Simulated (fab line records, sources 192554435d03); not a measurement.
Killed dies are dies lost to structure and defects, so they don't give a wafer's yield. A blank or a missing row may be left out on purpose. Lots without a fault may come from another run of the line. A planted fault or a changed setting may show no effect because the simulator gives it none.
Chamber matching | flow n5_finfet | N5_BEOL_M3_ETCH_64 on rie_diel-04: 4 sister chambers
The step etches SOC in N2/H2, target depth 75 nm, overetch 15 nm, time 112.5 s. 18 wafers are shown with their chamber, then 9 later ones without.

WAFERS WITH THEIR CHAMBER
wafer  | chamber | showerhead_plenum_p_Torr (Torr) | drypump_motor_current_A (A) | throttle_valve_pct (%)
L079.1 | 2       | 2.43                            | 5.6                         | 17.8
L079.3 | 1       | 2.59                            | 5.6                         | 18.1
L079.4 | 3       | 2.52                            | 5.1                         | 17.8
L078.2 | 3       | 2.52                            | 5.2                         | 17.8
L078.3 | 2       | 2.43                            | 5.6                         | 17.8
L078.6 | 3       | 2.52                            | 5.1                         | 17.8
L082.1 | 2       | 2.43                            | 5.6                         | 17.8
L082.3 | 0       | 2.63                            | 5.3                         | 18.5
L082.4 | 3       | 2.51                            | 5.2                         | 17.8
L085.2 | 0       | 2.63                            | 5.3                         | 18.5
L085.4 | 1       | 2.59                            | 5.6                         | 17.7
L085.5 | 3       | 2.51                            | 5.1                         | 17.8
L087.1 | 3       | 2.51                            | 5.2                         | 17.8
L087.4 | 1       | 2.59                            | 5.7                         | 17.7
L087.5 | 0       | 2.62                            | 5.3                         | 18.5
L088.1 | 2       | 2.42                            | 5.6                         | 17.8
L088.4 | 3       | 2.51                            | 5.1                         | 17.8
L088.5 | 2       | 2.42                            | 5.6                         | 17.8

SIGNATURES (means of the wafers above)
reading                  | chamber 0 | chamber 1 | chamber 2 | chamber 3 | scatter within a chamber
showerhead_plenum_p_Torr | 2.6267    | 2.5900    | 2.4260    | 2.5143    | 0.00506
drypump_motor_current_A  | 5.300     | 5.633     | 5.600     | 5.143     | 0.0412
throttle_valve_pct       | 18.500    | 17.833    | 17.800    | 17.800    | 0.0873
Rule: a wafer's distance from a chamber is the root of the sum, over the readings, of the square of ((its reading less the chamber's mean) divided by the reading's scatter). The wafer belongs to the nearest chamber; if the next one is less than 2 further off, it can't be placed. The scatter: the root of (the sum of the squares of (reading less its chamber's mean) over the shown wafers, divided by (wafers less chambers)).

WAFERS WITHOUT THEIR CHAMBER
wafer  | showerhead_plenum_p_Torr (Torr) | drypump_motor_current_A (A) | throttle_valve_pct (%)
L092.1 | 2.62                            | 5.3                         | 18.1
L092.3 | 2.50                            | 5.1                         | 17.8
L092.6 | 2.62                            | 5.3                         | 18.1
L093.2 | 2.50                            | 5.1                         | 17.9
L093.4 | 2.58                            | 5.6                         | 17.7
L093.6 | 2.50                            | 5.1                         | 17.9
L094.4 | 2.62                            | 5.3                         | 18.1
L094.5 | 2.58                            | 5.6                         | 17.7
L094.6 | 2.50                            | 5.1                         | 17.8

WHICH CHAMBER EACH WENT THROUGH
wafer  | from the rows above | in truth
L092.1 | 0                   | 0
L092.3 | 3                   | 3
L092.6 | 0                   | 0
L093.2 | 3                   | 3
L093.4 | 1                   | 1
L093.6 | 3                   | 3
L094.4 | 0                   | 0
L094.5 | 1                   | 1
L094.6 | 3                   | 3
Placed correctly: 9 of 9. Can't be placed from these rows: 0. Placed wrongly: 0.
